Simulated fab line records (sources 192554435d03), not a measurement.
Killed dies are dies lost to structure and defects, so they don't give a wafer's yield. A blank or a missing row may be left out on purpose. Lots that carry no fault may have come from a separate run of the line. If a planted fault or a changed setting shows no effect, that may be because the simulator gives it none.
Chamber matching -- flow n5Finfet -- N5_BEOL_M8_DESCUM_16 on rieDiel-02 has 4 sister chambers
The step chemistry O2, time 7.9 s. 8 wafers are shown with their chamber, then 8 later ones without.

EACH WAFER AND ITS CHAMBER
wafer,chamber,drypumpMotorCurrentA (A),throttleValvePct (%)
L084.1,1,5.4,20.33
L088.1,2,5.5,20.43
L088.4,2,5.5,20.44
L088.5,0,6.2,20.57
L093.2,1,5.4,20.35
L093.4,0,6.3,20.57
L093.6,3,5.7,20.46
L097.2,3,5.7,20.48

WAFERS MISSING THEIR CHAMBER
wafer,drypumpMotorCurrentA (A),throttleValvePct (%)
L097.4,5.4,20.36
L097.6,5.4,20.36
L094.4,5.4,20.36
L094.5,5.6,20.47
L094.6,5.5,20.44
L095.1,5.6,20.48
L095.2,6.3,20.58
L095.4,5.4,20.38

CHAMBER TAKEN BY EACH
wafer,from the rows above,in truth
L097.4,1,1
L097.6,1,1
L094.4,1,1
L094.5,can't be placed: 3 or 2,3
L094.6,2,2
L095.1,3,3
L095.2,0,0
L095.4,1,1
Correctly placed: 7 of 8. These rows do not allow placing 1 (true chamber among the candidates in 1). Placed wrongly: 0.
How it was worked out, from the rows above alone: a wafer's distance from a chamber is the root of the sum, over the readings, of the square of ((its reading less the chamber's mean) divided by the reading's scatter). If the next closest chamber is less than 2 further off than the closest, the wafer can't be placed; otherwise it belongs to the closest. The mean given for a chamber averages the wafers shown for that chamber. The scatter is the square root of a quotient: the sum, over the shown wafers, of each reading's squared deviation from its chamber's mean, divided by wafers minus chambers.
